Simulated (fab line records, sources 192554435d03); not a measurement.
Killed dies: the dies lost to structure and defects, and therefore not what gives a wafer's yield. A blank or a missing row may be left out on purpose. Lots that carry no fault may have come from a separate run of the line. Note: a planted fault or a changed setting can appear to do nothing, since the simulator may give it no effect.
Chamber matching    flow n5-finfet    4 sister chambers for N5_SPACER0_ALD_08 on ald-sin-01
The step deposits SiNx, target thk 2 nm. 8 wafers are shown with their chamber, then 9 later ones without.

WAFERS PAIRED WITH THEIR CHAMBERS
wafer   chamber  heater-power-w (W)
L080.1  3        917
L080.4  1        716
L082.1  1        719
L082.3  2        810
L082.4  3        907
L083.1  2        814
L083.4  0        818
L083.5  0        820

WAFERS WITHOUT THEIR CHAMBER
wafer   heater-power-w (W)
L086.2  819
L086.3  886
L086.6  915
L091.2  836
L091.5  927
L091.6  826
L093.2  812
L093.3  709
L093.4  845

WHICH CHAMBER EACH ONE RAN IN
wafer   from the rows above      in truth
L086.2  can't be placed: 0 or 2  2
L086.3  3                        3
L086.6  3                        3
L091.2  can't be placed: 0 or 2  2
L091.5  3                        3
L091.6  can't be placed: 0 or 2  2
L093.2  can't be placed: 2 or 0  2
L093.3  1                        1
L093.4  can't be placed: 0 or 2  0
Correct placement for 4 of the 9. Cannot be placed on the basis of these rows: 5; the candidates contain the true chamber in 5. Placed wrongly: 0.
How it was worked out, from the rows above alone: a wafer's distance from a chamber is the root of the sum, over the readings, of the square of ((its reading less the chamber's mean) divided by the reading's scatter). The wafer belongs to the nearest chamber; if the next one is less than 2 further off, it can't be placed. Each chamber's mean is taken over the wafers shown for it. How the scatter is found: for the shown wafers, subtract from each reading the mean of its chamber, square and add these, divide the total by (wafers less chambers), then take the root.
